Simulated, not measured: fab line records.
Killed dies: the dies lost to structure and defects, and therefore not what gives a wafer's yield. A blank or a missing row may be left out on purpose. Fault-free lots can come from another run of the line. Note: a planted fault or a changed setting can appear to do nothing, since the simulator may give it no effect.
Comparing a struck lot with a sound one / flow n5Finfet / 35 steps out of a route of 1938
Sound: wafers L416.4, L416.5, L416.6. Struck: wafers L432.2, L432.4, L432.5. The cause is given at the end.
At each step with rows: each side's tool, then ch and its chambers, then its first start. Under that, the readings that differ: sound wafers / struck wafers / difference of the means / sigmas: that difference in standard deviations of wafers without a fault.
alike: words and numbers the same on both sides, and readings whose means are apart by under 2 such deviations; not compared: readings that were withheld, readings missing a value for some wafer, numbers with overlapping values and no deviation given by the record, and bounds like >300 which may hide the same value.
A row with sigmas, a row that says differs or no value, or rows on one side alone: a step with any of these is where the two part. Numbers that have no deviation but don't overlap get no sigmas and don't part them. A reading missing from all wafers of one side parts the sides only when that side holds two or more wafers.

first, 9 steps without rows for these wafers: N5_BEOL_M13_COAT_66 (time 60 s, resist thk 110 nm); N5_BEOL_M13_COAT_22 (resist thk 300 nm); N5_BEOL_M13_EBR_24; N5_BEOL_M13_SOFTBAKE_23 (time 60 s); N5_BEOL_M13_EXPOSE_25 (exposes mask M13, target cd 210 nm); N5_BEOL_M13_PEB_26 (peb time 90 s); N5_BEOL_M13_DEVELOP_27 (develop time 45 s); N5_BEOL_M13_HARDBAKE_32 (time 120 s); N5_BEOL_M13_DESCUM_33 (chemistry O2, time 7.9 s).
N5_BEOL_M13_ETCH_67: etches SiARC in CF4, target depth 143 nm, time 238.3 s.
  sound on rieDiel-03 ch 0,1,2, day 12 05:49; struck on rieDiel-03 ch 1,2,3, day 15 23:46
  alike: cf4FlowSccm, drypumpMotorCurrentA, etchRfOnTimeS, oesProductAu, rfVppV, showerheadPlenumPTorr, throttleValvePct
  not compared: rfHoursCounterH
then, 24 steps without rows for these wafers: N5_BEOL_M13_ETCH_68 (etches SOC in N2/H2, time 355 s); N5_BEOL_M13_STRIP_69 (strips in N2/H2); N5_BEOL_M13_TRENCH_ETCH_34 (etches SiOC in C4F8/O2/Ar, target depth 413.47 nm, time 162.6 s); N5_BEOL_M13_STRIP_70 (strips in C4F8/O2/Ar); N5_BEOL_M13_STRIP_37 (strips in N2/H2); N5_BEOL_M13_ETCH_38 (etches SiCN in CF4/N2, target depth 67.5 nm, time 71.9 s); N5_BEOL_M13_PRECLEAN_39 (cleans in residue remover, time 60 s); N5_BEOL_M13_SRD_40 (time 30 s, dry time 30 s); N5_BEOL_M13_DEGAS_41 (time 60 s); N5_BEOL_M13_PRE_CLEAN_42 (time 30 s); N5_BEOL_M13_SPUTTER_43 (material TaN, target thk 15 nm, time 24.19 s); N5_BEOL_M13_SPUTTER_44 (material Ta, target thk 10 nm, time 16.13 s); N5_BEOL_M13_SPUTTER_45 (material Cu, target thk 80 nm, time 13.33 s); N5_BEOL_M13_ECD_47 (material Cu, target thk 936 nm); N5_BEOL_M13_ANNEAL_48 (time 90 s); N5_BEOL_M13_CMP_49 (polishes, stops on SiOC, t overpolish 17.1 s, target thk 420 nm); N5_BEOL_M13_PRE_CLEAN_52 (time 15 s); N5_BEOL_M13_DEP_53 (deposits SiCN from 3MS/NH3, target thk 50 nm, time 17.8 s); N5_BEOL_M14_ILD_DEP_00 (deposits SiO2 from TEOS/O2, target thk 1119.3 nm, time 237.4 s); N5_BEOL_M14_COAT_58 (time 60 s, resist thk 89 nm); N5_BEOL_M14_COAT_04 (resist thk 800 nm); N5_BEOL_M14_EBR_06; N5_BEOL_M14_SOFTBAKE_05 (time 60 s); N5_BEOL_M14_EXPOSE_07 (exposes mask V13).
N5_PASSIVATION_PROBE_49:
  sound on prober-01, day 13 08:23; struck on prober-01, day 17 09:19
reading=defectLimitedYield (%); sound=91.8 92.2 92.7; struck=78.9 83.1 81.8; difference=-11.0; sigmas=-7
reading=killed_at_M4_up; sound=12 6 10; struck=169 93 122; difference=+119; sigmas=+24
reading=killedDies; sound=97 92 86; struck=249 199 215; difference=+129; sigmas=+7
reading=killedOnRim; sound=15 10 4; struck=23 36 31; difference=+20; sigmas=+5
reading=sort_bin_5_function (%); sound=4.5 4.7 4.2; struck=13.5 9.4 11.2; difference=+6.9; sigmas=+7
reading=sortNPass; sound=1082 1088 1094; struck=931 981 965; difference=-129; sigmas=-7
reading=sortYieldPct (%); sound=91.7 92.2 92.7; struck=78.9 83.1 81.8; difference=-10.9; sigmas=-7
  alike: killed_at_M0_to_M3, killedAtContacts, killedAtFrontEnd, killedAtOther, killedOpen, killedShort, sort_bin_4_leakage, sort_bin_6_memory

## WHERE THEY PART
N5_PASSIVATION_PROBE_49 only, going by this record.

WHY: the cause the simulator had injected
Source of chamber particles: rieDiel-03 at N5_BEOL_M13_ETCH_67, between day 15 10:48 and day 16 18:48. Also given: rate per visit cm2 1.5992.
